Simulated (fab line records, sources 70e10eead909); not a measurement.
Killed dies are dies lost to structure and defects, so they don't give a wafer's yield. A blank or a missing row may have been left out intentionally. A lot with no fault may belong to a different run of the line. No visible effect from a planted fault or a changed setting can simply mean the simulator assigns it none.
The tool behind it: which one?	flow nand harc	23 lots with 69 wafers sampled at 6 steps, on a route of 1302 steps

WHAT THE GAUGES READ, wafer by wafer
Not one reading of a measure or inspect step in the record can be checked against a usual standard deviation.

WHICH TOOL RAN EACH LOT (tool, then ch and the chambers of the sampled wafers, then the start)
lot	NHARC_A_STAIRCASE_HM_OPEN_457	NHARC_A_STAIRCASE_HM_DEP_459	NHARC_A_STAIRCASE_DEP_280	NHARC_A_STAIRCASE_ETCH_294	NHARC_A_STAIRCASE_HM_DEP_462	NHARC_A_STAIRCASE_ETCH_313
L074	rie diel-07 ch 0,1, day 16 14:25 or earlier	acl dep-02 ch 0, day 16 14:25	pecvd-02 ch 0,1,2, day 16 16:17	rie diel-08 ch 1,2,3, day 16 20:43 or earlier	acl dep-02 ch 0, day 16 20:43	rie diel-08 ch 0,2,3, day 16 23:38
L075	rie diel-07 ch 0,2,3, day 16 17:14 or earlier	acl dep-02 ch 0, day 16 17:14	pecvd-02 ch 0,1, day 16 18:53	rie diel-07 ch 0,2, day 17 03:58 or earlier	acl dep-03 ch 0, day 17 03:58	rie diel-04 ch 0,2,3, day 17 06:59
L076	rie diel-07 ch 0,1,2, day 17 09:21 or earlier	acl dep-02 ch 0, day 17 09:21	pecvd-02 ch 0,2, day 17 10:36	rie diel-07 ch 0,2,3, day 17 14:27 or earlier	acl dep-01 ch 0, day 17 14:27	rie diel-04 ch 1,2,3, day 17 16:38
L077	rie diel-08 ch 0,1,2, day 17 16:07 or earlier	acl dep-02 ch 0, day 17 16:07	pecvd-04 ch 0,1,2, day 17 17:40	rie diel-07 ch 0,3, day 17 21:49 or earlier	acl dep-02 ch 0, day 17 21:49	rie diel-07 ch 1,2,3, day 18 00:24
L078	rie diel-04 ch 0,1,2, day 18 07:57 or earlier	acl dep-02 ch 0, day 18 07:57	pecvd-03 ch 0,1,2, day 18 09:50	rie diel-04 ch 1,2, day 18 13:05 or earlier	acl dep-03 ch 0, day 18 13:05	rie diel-08 ch 0,1,3, day 18 16:02
L079	rie diel-04 ch 1,2,3, day 18 08:50 or earlier	acl dep-03 ch 0, day 18 08:50	pecvd-03 ch 0,2, day 18 10:40	rie diel-07 ch 0,2,3, day 18 14:34 or earlier	acl dep-02 ch 0, day 18 14:34	rie diel-07 ch 0,2,3, day 18 17:32
L080	rie diel-04 ch 0,3, day 18 20:29 or earlier	acl dep-03 ch 0, day 18 20:29	pecvd-03 ch 1,2, day 18 21:46	rie diel-08 ch 0,1, day 19 07:46 or earlier	acl dep-01 ch 0, day 19 07:46	rie diel-08 ch 0,1, day 19 10:05
L082	rie diel-07 ch 1,2,3, day 19 18:52 or earlier	acl dep-01 ch 0, day 19 18:52	pecvd-04 ch 1,2, day 19 20:07	rie diel-08 ch 0,3, day 20 02:08 or earlier	acl dep-03 ch 0, day 20 02:08	rie diel-07 ch 1,2, day 20 04:29
L083	rie diel-04 ch 0,2,3, day 19 17:31 or earlier	acl dep-02 ch 0, day 19 17:31	pecvd-02 ch 1,2, day 19 19:05	rie diel-04 ch 0,3, day 19 22:32 or earlier	acl dep-02 ch 0, day 19 22:32	rie diel-08 ch 1,2,3, day 20 01:10
L084	rie diel-07 ch 1,3, day 20 17:29 or earlier	acl dep-02 ch 0, day 20 17:29	pecvd-03 ch 0,1, day 20 19:02	rie diel-08 ch 0,3, day 20 22:41 or earlier	acl dep-01 ch 0, day 20 22:41	rie diel-04 ch 1,3, day 21 01:19
L085	rie diel-08 ch 0,1,3, day 20 20:01 or earlier	acl dep-03 ch 0, day 20 20:01	pecvd-02 ch 0,1,2, day 20 21:02	rie diel-08 ch 0,2,3, day 21 01:14 or earlier	acl dep-02 ch 0, day 21 01:14	rie diel-07 ch 2,3, day 21 03:15
L086	rie diel-08 ch 0,1,2, day 21 15:38 or earlier	acl dep-02 ch 0, day 21 15:38	pecvd-03 ch 0,2, day 21 16:55	rie diel-08 ch 1,2,3, day 21 23:44 or earlier	acl dep-03 ch 0, day 21 23:44	rie diel-08 ch 1,3, day 22 02:04
L087	rie diel-07 ch 0,1,2, day 22 07:08 or earlier	acl dep-01 ch 0, day 22 07:08	pecvd-03 ch 1,2, day 22 08:41	rie diel-08 ch 0,1, day 22 12:32 or earlier	acl dep-03 ch 0, day 22 12:32	rie diel-07 ch 2,3, day 22 15:10
L089	rie diel-04 ch 0,2,3, day 22 16:39 or earlier	acl dep-02 ch 0, day 22 16:39	pecvd-04 ch 1,2, day 22 18:33	rie diel-07 ch 0,2,3, day 22 23:52 or earlier	acl dep-01 ch 0, day 22 23:52	rie diel-08 ch 1,2, day 23 02:41
L088	rie diel-08 ch 0,3, day 22 18:23 or earlier	acl dep-01 ch 0, day 22 18:23	pecvd-04 ch 0,1, day 22 20:16	rie diel-08 ch 0,2, day 23 01:17 or earlier	acl dep-03 ch 0, day 23 01:17	rie diel-04 ch 1,3, day 23 04:14
L090	rie diel-07 ch 1,3, day 23 06:34 or earlier	acl dep-02 ch 0, day 23 06:34	pecvd-04 ch 0,1, day 23 07:53	rie diel-07 ch 0,3, day 23 12:58 or earlier	acl dep-03 ch 0, day 23 12:58	rie diel-07 ch 0,2, day 23 15:23
L092	rie diel-07 ch 0,1,2, day 23 09:54 or earlier	acl dep-02 ch 0, day 23 09:54	pecvd-04 ch 1,2, day 23 11:47	rie diel-07 ch 0,3, day 23 16:38 or earlier	acl dep-02 ch 0, day 23 16:38	rie diel-04 ch 0,1, day 23 19:29
L091	rie diel-07 ch 0,3, day 23 12:21 or earlier	acl dep-01 ch 0, day 23 12:21	pecvd-02 ch 0,1, day 23 13:55	rie diel-08 ch 0,2, day 23 18:11 or earlier	acl dep-03 ch 0, day 23 18:11	rie diel-07 ch 1,2,3, day 23 20:50
L093	rie diel-07 ch 1,3, day 24 15:08 or earlier	acl dep-02 ch 0, day 24 15:08	pecvd-02 ch 0,2, day 24 16:27	rie diel-07 ch 0,3, day 24 20:15 or earlier	acl dep-02 ch 0, day 24 20:15	rie diel-04 ch 1,2, day 24 22:35
L094	rie diel-08 ch 0,1,2, day 24 21:56 or earlier	acl dep-01 ch 0, day 24 21:56	pecvd-02 ch 0,1, day 24 23:46	rie diel-07 ch 1,2,3, day 25 02:52 or earlier	acl dep-01 ch 0, day 25 02:52	rie diel-07 ch 1,2,3, day 25 05:48
L095	rie diel-08 ch 0,2, day 25 06:10 or earlier	acl dep-01 ch 0, day 25 06:10	pecvd-02 ch 0,1, day 25 07:46	rie diel-04 ch 0,1, day 25 14:22 or earlier	acl dep-02 ch 0, day 25 14:22	rie diel-04 ch 0,1,2, day 25 17:19
L096	rie diel-08 ch 1,2, day 26 07:20 or earlier	acl dep-03 ch 0, day 26 07:20	pecvd-04 ch 0,1, day 26 08:38	rie diel-07 ch 0,1, day 26 15:55 or earlier	acl dep-03 ch 0, day 26 15:55	rie diel-07 ch 0,2,3, day 26 18:18
L097	rie diel-08 ch 0,1, day 26 14:03 or earlier	acl dep-03 ch 0, day 26 14:03	pecvd-03 ch 0,1,2, day 26 15:22	rie diel-04 ch 0,1, day 26 19:38 or earlier	acl dep-03 ch 0, day 26 19:38	rie diel-04 ch 0,2,3, day 26 21:58
- NHARC_A_STAIRCASE_HM_OPEN_457: chemistry O2/COS.
- NHARC_A_STAIRCASE_HM_DEP_459: deposits aC, target thk 1500 nm.
- NHARC_A_STAIRCASE_DEP_280: deposits SiON, target thk 30 nm.
- NHARC_A_STAIRCASE_ETCH_294: etches the open film in C4F8/O2/Ar, target depth 4989 nm, time 1211.6 s.
- NHARC_A_STAIRCASE_HM_DEP_462: deposits aC, target thk 800 nm.
- NHARC_A_STAIRCASE_ETCH_313: etches the open film in CF4/CHF3.

WHAT THE TOOLS THEMSELVES READ (means of the sampled wafers that have a number; where no wafer has one, the mark that the record gives instead)
NHARC_A_STAIRCASE_HM_OPEN_457.
lot	tool	bias w (W)	chamber pressure mTorr (mTorr)	drypump motor current A (A)	oes product au (a.u.)	rf vpp V (V)	showerhead plenum p Torr (Torr)	throttle valve pct (%)
L074	rie diel-07	299.4	20.014	6.1	0.994	466.2	3.06	28.326
L075	rie diel-07	301.6	20.017	5.8	0.994	467.1	3.16	28.340
L076	rie diel-07	300.4	19.998	6.1	0.988	467.1	3.11	28.324
L077	rie diel-08	299.8	20.000	5.9	1.004	469.3	3.21	28.337
L078	rie diel-04	299.8	19.995	5.9	1.001	467.7	3.13	28.327
L079	rie diel-04	300.5	19.992	5.9	0.999	465.4	3.05	28.326
L080	rie diel-04	299.6	20.006	6.2	0.996	468.7	3.21	28.320
L082	rie diel-07	300.5	19.999	5.6	0.985	468.3	3.17	28.329
L083	rie diel-04	300.1	19.985	6.0	0.997	468.0	3.14	28.326
L084	rie diel-07	300.4	20.001	5.6	0.985	468.1	3.12	28.327
L085	rie diel-08	299.9	19.997	6.0	1.004	469.5	3.27	28.326
L086	rie diel-08	300.0	20.003	5.9	1.005	468.7	3.20	28.329
L087	rie diel-07	300.3	20.016	6.1	0.990	465.7	3.09	28.328
L089	rie diel-04	300.4	20.004	6.0	0.992	466.7	3.13	28.336
L088	rie diel-08	299.7	19.997	6.1	1.012	469.6	3.20	28.330
L090	rie diel-07	300.4	20.015	5.6	0.996	467.0	3.11	28.333
L092	rie diel-07	299.7	19.993	6.2	0.990	466.7	3.08	28.331
L091	rie diel-07	300.0	20.004	5.4	0.993	466.1	3.12	28.326
L093	rie diel-07	299.2	19.997	5.6	0.988	467.0	3.11	28.336
L094	rie diel-08	301.1	19.975	5.9	0.997	468.4	3.19	28.326
L095	rie diel-08	300.0	20.005	5.8	0.994	468.1	3.12	28.329
L096	rie diel-08	300.0	19.982	5.8	0.987	470.0	3.24	28.326
L097	rie diel-08	299.4	19.991	6.0	0.996	469.7	3.25	28.325

NHARC_A_STAIRCASE_HM_DEP_459.
lot	tool	throttle valve pct (%)
L074	acl dep-02	34.993
L075	acl dep-02	34.992
L076	acl dep-02	34.990
L077	acl dep-02	34.997
L078	acl dep-02	35.007
L079	acl dep-03	34.999
L080	acl dep-03	35.003
L082	acl dep-01	34.995
L083	acl dep-02	34.990
L084	acl dep-02	34.994
L085	acl dep-03	35.000
L086	acl dep-02	35.001
L087	acl dep-01	34.991
L089	acl dep-02	34.989
L088	acl dep-01	34.996
L090	acl dep-02	34.996
L092	acl dep-02	35.001
L091	acl dep-01	34.999
L093	acl dep-02	34.993
L094	acl dep-01	34.996
L095	acl dep-01	34.999
L096	acl dep-03	35.001
L097	acl dep-03	34.996

NHARC_A_STAIRCASE_DEP_280.
lot	tool	chamber pressure Torr (Torr)	heater power w (W)
L074	pecvd-02	3.496	700
L075	pecvd-02	3.505	648
L076	pecvd-02	3.495	654
L077	pecvd-04	3.491	734
L078	pecvd-03	3.499	751
L079	pecvd-03	3.497	746
L080	pecvd-03	3.509	699
L082	pecvd-04	3.506	812
L083	pecvd-02	3.503	711
L084	pecvd-03	3.500	855
L085	pecvd-02	3.502	721
L086	pecvd-03	3.497	656
L087	pecvd-03	3.501	717
L089	pecvd-04	3.492	813
L088	pecvd-04	3.490	680
L090	pecvd-04	3.503	791
L092	pecvd-04	3.504	747
L091	pecvd-02	3.508	730
L093	pecvd-02	3.507	681
L094	pecvd-02	3.503	683
L095	pecvd-02	3.497	732
L096	pecvd-04	3.497	765
L097	pecvd-03	3.499	767

NHARC_A_STAIRCASE_ETCH_294.
lot	tool	bias w (W)	chamber pressure mTorr (mTorr)	oes product au (a.u.)	rf vpp V (V)
L074	rie diel-08	2996	24.995	0.953	1840
L075	rie diel-07	2995	24.995	0.930	1830
L076	rie diel-07	3005	25.023	0.921	1829
L077	rie diel-07	3012	24.996	0.917	1822
L078	rie diel-04	3002	24.979	0.942	1815
L079	rie diel-07	2997	24.985	0.925	1829
L080	rie diel-08	3008	24.975	0.943	1835
L082	rie diel-08	3001	24.984	0.947	1839
L083	rie diel-04	3006	25.002	0.921	1834
L084	rie diel-08	2992	25.015	0.935	1834
L085	rie diel-08	3008	24.999	0.934	1833
L086	rie diel-08	3005	25.011	0.927	1838
L087	rie diel-08	2997	25.006	0.947	1838
L089	rie diel-07	3001	24.994	0.928	1827
L088	rie diel-08	3003	25.007	0.936	1828
L090	rie diel-07	2983	24.993	0.924	1821
L092	rie diel-07	3006	24.987	0.919	1821
L091	rie diel-08	2996	24.983	0.961	1827
L093	rie diel-07	2997	25.007	0.927	1826
L094	rie diel-07	2996	24.984	0.937	1830
L095	rie diel-04	3000	25.000	0.953	1837
L096	rie diel-07	3003	24.996	0.933	1818
L097	rie diel-04	3000	24.997	0.926	1830

NHARC_A_STAIRCASE_HM_DEP_462.
lot	tool	throttle valve pct (%)
L074	acl dep-02	35.002
L075	acl dep-03	35.000
L076	acl dep-01	35.002
L077	acl dep-02	35.000
L078	acl dep-03	34.992
L079	acl dep-02	35.010
L080	acl dep-01	34.994
L082	acl dep-03	34.998
L083	acl dep-02	35.003
L084	acl dep-01	35.002
L085	acl dep-02	34.999
L086	acl dep-03	35.005
L087	acl dep-03	35.000
L089	acl dep-01	34.995
L088	acl dep-03	34.997
L090	acl dep-03	35.005
L092	acl dep-02	35.005
L091	acl dep-03	35.010
L093	acl dep-02	35.010
L094	acl dep-01	34.998
L095	acl dep-02	34.998
L096	acl dep-03	34.994
L097	acl dep-03	34.999

NHARC_A_STAIRCASE_ETCH_313.
lot	tool	bias w (W)	chamber pressure mTorr (mTorr)	drypump motor current A (A)	oes product au (a.u.)	rf vpp V (V)	showerhead plenum p Torr (Torr)	throttle valve pct (%)
L074	rie diel-08	199.7	25.008	5.9	0.931	372.3	1.62	16.800
L075	rie diel-04	200.2	24.963	6.0	0.924	371.8	1.59	16.813
L076	rie diel-04	200.1	25.019	5.9	0.918	369.8	1.54	16.812
L077	rie diel-07	199.6	24.997	5.6	0.906	371.4	1.60	16.804
L078	rie diel-08	200.2	25.000	6.0	0.978	374.1	1.65	16.792
L079	rie diel-07	199.8	25.005	5.8	0.909	370.7	1.59	16.804
L080	rie diel-08	199.5	24.998	6.1	0.938	371.2	1.62	16.806
L082	rie diel-07	200.7	25.012	6.0	0.915	371.4	1.58	16.800
L083	rie diel-08	200.5	25.007	5.8	0.933	373.3	1.65	16.800
L084	rie diel-04	200.4	24.989	6.1	0.920	370.6	1.57	16.793
L085	rie diel-07	200.0	25.012	5.8	0.967	372.7	1.63	16.809
L086	rie diel-08	200.4	24.979	5.9	0.921	374.2	1.67	16.800
L087	rie diel-07	199.7	24.981	5.3	0.918	372.4	1.62	16.809
L089	rie diel-08	200.0	25.016	5.8	0.928	373.0	1.64	16.796
L088	rie diel-04	200.8	24.982	6.0	0.932	370.2	1.56	16.797
L090	rie diel-07	199.3	25.002	6.2	0.918	369.4	1.54	16.813
L092	rie diel-04	199.1	25.004	6.1	0.958	372.1	1.64	16.809
L091	rie diel-07	200.4	24.996	5.7	0.929	371.5	1.59	16.794
L093	rie diel-04	200.3	25.001	5.8	0.944	369.1	1.52	16.797
L094	rie diel-07	200.3	25.004	5.6	0.927	371.5	1.59	16.814
L095	rie diel-04	199.8	25.003	5.9	0.926	370.1	1.56	16.804
L096	rie diel-07	200.3	25.005	5.8	0.927	370.3	1.57	16.809
L097	rie diel-04	200.3	25.005	6.0	0.931	369.4	1.57	16.796

THE ANSWER, worked out from the rows above alone
Rule: the usual values come from the lots themselves. The widest of any qualifying gaps counts: lots, ordered by their means at a reading, are off when they make up no more than a third of the lots, leave a main group of 4 or more, and stand apart from it by 3 or more times the standard deviation of that group's means. A main group whose means are all the same, to the digits that the tables above print for the reading, isn't used. Also off: a lot with no number at a reading for which 4 or more lots have one. Where the step has rows for the other lots, those lots are counted as sound. Order of review: gauges by route order, followed by the tools' own readings, for which a lot's mean as printed above is used. At the first step where some lot is off, the reading lying furthest off is the one used; lots without a number count as furthest.
No lot is off on any of the readings shown, so nothing can be concluded from this.

WHAT THE SIMULATOR HAD PUT IN
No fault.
